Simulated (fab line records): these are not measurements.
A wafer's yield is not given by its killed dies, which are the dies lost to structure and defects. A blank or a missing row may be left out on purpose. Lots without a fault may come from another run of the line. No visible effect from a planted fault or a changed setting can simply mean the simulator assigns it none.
Matching of chambers | flow nand-harc | 3 sister chambers for NHARC_A_CONTACT_DEP_29 on pecvd-01
The step deposits SiON, target thk 100 nm. 14 wafers are shown with their chamber, then 7 later ones without.

WAFERS PAIRED WITH THEIR CHAMBERS
wafer  | chamber | heater-power-w (W)
L801.1 | 1       | 868
L801.3 | 2       | 879
L801.4 | 2       | 872
L805.1 | 2       | 763
L805.4 | 2       | 772
L805.5 | 1       | 863
L804.3 | 1       | 726
L804.5 | 1       | 763
L804.6 | 0       | 623
L806.2 | 1       | 849
L806.3 | 2       | 795
L806.6 | 2       | 784
L809.1 | 1       | 791
L809.3 | 2       | 842

SIGNATURES (means of the wafers above)
reading        | chamber 0 | chamber 1 | chamber 2 | scatter within a chamber
heater-power-w | 623.00    | 810.00    | 815.29    | 53.3
Rule: distance of a wafer from a chamber = root of the sum over the readings of ((wafer's reading minus chamber's mean) / reading's scatter) squared. The wafer belongs to the nearest chamber; if the next one is less than 2 further off, it can't be placed. The scatter: take each reading less its chamber's mean, square it, sum over the shown wafers, divide by the number of wafers less the number of chambers, and take the root.

WAFERS MISSING THEIR CHAMBER
wafer  | heater-power-w (W)
L809.5 | 860
L811.1 | 888
L811.3 | 756
L811.4 | 600
L822.1 | 855
L822.3 | 628
L822.4 | 616

WHICH CHAMBER EACH WENT THROUGH
wafer  | from the rows above          | in truth
L809.5 | can't be placed: 2 or 1      | 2
L811.1 | can't be placed: 2 or 1      | 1
L811.3 | can't be placed: 1 or 2 or 0 | 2
L811.4 | 0                            | 0
L822.1 | can't be placed: 2 or 1      | 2
L822.3 | 0                            | 0
L822.4 | 0                            | 0
Correct placement for 3 of the 7. Unplaceable from these rows: 4, with the true chamber sitting among the candidates in 4. Placed wrongly: 0.
